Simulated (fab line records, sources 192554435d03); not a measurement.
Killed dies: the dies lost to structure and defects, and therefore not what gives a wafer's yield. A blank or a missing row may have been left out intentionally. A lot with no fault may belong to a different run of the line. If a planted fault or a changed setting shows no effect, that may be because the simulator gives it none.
Split-lot study	flow n5 finfet	on a route of 1938 steps: 7 lots, 21 wafers read

THE SPLIT
At N5_PASSIVATION_EXPOSE_27 (exposes mask PAD, defocus 0 nm), the setting dose mj was moved away from the recipe's 32.3 on 4 of the 21 wafers read, by +5.1% to +7.3%. The other wafers ran this setting at the recipe's value.

FROM THE SPLIT TO THE READING: what the file shows between them, 3 steps
- N5_PASSIVATION_PEB_28
- N5_PASSIVATION_DEVELOP_29: develop time 60 s
- N5_PASSIVATION_HARDBAKE_31: time 120 s

THE READING
Shown in nm: cd nm at N5_PASSIVATION_CD_MEAS_30, with target cd 4000 nm. A value of 4000.6 nm with a standard deviation of 2.1 nm is what fault-free wafers of this fab line usually give.

wafer	tool, chamber at the split	dose mj as run	against the recipe	cd nm, nm	against lot-mates on the recipe
L075.1	krf scanner-02, 0	32.3	recipe	4000.4	-
L075.5	krf scanner-02, 0	32.3	recipe	3999.2	-
L075.6	krf scanner-02, 0	34.66	+7.3%	4012.3	+12.5
L077.2	krf scanner-01, 0	32.3	recipe	4003.4	-
L077.4	krf scanner-01, 0	32.3	recipe	4001.7	-
L077.5	krf scanner-01, 0	32.3	recipe	4000.6	-
L081.2	krf scanner-02, 0	32.3	recipe	3998.0	-
L081.4	krf scanner-02, 0	32.3	recipe	3996.9	-
L081.6	krf scanner-02, 0	32.3	recipe	3999.7	-
L090.4	krf scanner-01, 0	32.3	recipe	4004.0	-
L090.5	krf scanner-01, 0	32.3	recipe	4002.9	-
L090.6	krf scanner-01, 0	32.3	recipe	4002.0	-
L091.3	krf scanner-02, 0	34.44	+6.6%	4013.2	+11.0
L091.5	krf scanner-02, 0	34.44	+6.6%	4012.1	+9.9
L091.6	krf scanner-02, 0	32.3	recipe	4002.2	-
L092.1	krf scanner-01, 0	32.3	recipe	4002.4	-
L092.3	krf scanner-01, 0	33.96	+5.1%	4009.4	+6.3
L092.4	krf scanner-01, 0	32.3	recipe	4003.8	-
L093.1	krf scanner-01, 0	32.3	recipe	4002.4	-
L093.3	krf scanner-01, 0	32.3	recipe	4001.2	-
L093.6	krf scanner-01, 0	32.3	recipe	4002.7	-

THE FIT
A straight line over all 21 wafers: cd nm changes by +1.61 nm for each +1% of dose mj; r = +0.92; the points scatter about the line by 1.9 nm.
The same after taking each lot's own level away (the mean of its wafers on the recipe; 21 wafers): +1.57 nm for each +1%; r = +0.97; scatter 0.97 nm.
The reading moves by 11 nm for the largest change in dose mj, on that fit.
The lots' own levels span 3998.20 to 4003.10 nm, that is 2.3 times the standard deviation above.
Hence the lot-to-lot level has little effect on the slope; both slopes agree.
Check: +10.9 nm against its lot-mates is what the line predicts for one of the wafers moved furthest among these (+7.3%) when that wafer is left out of the fit. Against them it came out at +12.5 nm.

FURTHER SPLITS ON THESE WAFERS
Before the reading, these wafers also passed through other splits. Each is held against what the fit with the lots' levels taken away leaves over:
other split on the same wafers	wafers away from the commonest value	r with cd nm (lot level and that fit taken away)
N5_BEOL_M11_PEB_26 peb time s	7	+0.07
N5_BEOL_M11_TRENCH_ETCH_37 bias w	9	+0.26
N5_BEOL_M12_ETCH_68 time s	8	-0.40
N5_BEOL_M13_COAT_65 spin rpm	7	+0.23
N5_BEOL_M13_SPUTTER_44 power w	12	+0.07
N5_BEOL_M15_COAT_60 spin rpm	2	+0.38
N5_BEOL_M15_ETCH_61 bias w	6	-0.07
N5_MIM_BOT_ETCH_ETCH_00 bias w	5	+0.02

FILE'S OWN FIT
cd nm changes by +1.55 nm for each +1% of dose mj, r = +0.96.
